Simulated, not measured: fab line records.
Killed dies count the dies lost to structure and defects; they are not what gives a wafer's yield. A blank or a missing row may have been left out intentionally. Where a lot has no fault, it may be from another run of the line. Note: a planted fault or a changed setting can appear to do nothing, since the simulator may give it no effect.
Matching of chambers ; flow nand harc ; cmp-04 running NHARC_A_BONDPAD_CMP_29: 4 sister chambers
The step polishes SiCN, target thk 200 nm. 8 wafers are shown with their chamber, then 8 later ones without.

## WAFERS WITH THEIR CHAMBER
wafer;chamber;motor current A (A)
L336.2;3;12.9
L338.3;2;13.5
L338.5;0;12.1
L338.6;1;13.4
L337.3;3;12.1
L337.4;0;11.9
L337.6;2;13.5
L342.2;1;12.7

## WAFERS WHOSE CHAMBER IS MISSING
wafer;motor current A (A)
L342.3;12.1
L342.5;12.8
L344.3;13.2
L344.5;12.0
L344.6;12.3
L346.2;13.0
L346.3;14.5
L346.4;12.3

## WHICH CHAMBER EACH ONE RAN IN
wafer;from the rows above;in truth
L342.3;can't be placed: 0 or 3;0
L342.5;can't be placed: 1 or 3 or 2 or 0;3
L344.3;can't be placed: 1 or 2 or 3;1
L344.5;can't be placed: 0 or 3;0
L344.6;can't be placed: 3 or 0 or 1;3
L346.2;can't be placed: 1 or 2 or 3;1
L346.3;can't be placed: 2 or 1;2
L346.4;can't be placed: 3 or 0 or 1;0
0 of 8 placed correctly. These rows do not allow placing 8 (true chamber among the candidates in 8). Placed wrongly: 0.
How it was worked out, from the rows above alone: a wafer's distance from a chamber is the root of the sum, over the readings, of the square of ((its reading less the chamber's mean) divided by the reading's scatter). If the next closest chamber is less than 2 further off than the closest, the wafer can't be placed; otherwise it belongs to the closest. The mean given for a chamber averages the wafers shown for that chamber. The scatter is the square root of a quotient: the sum, over the shown wafers, of each reading's squared deviation from its chamber's mean, divided by wafers minus chambers.
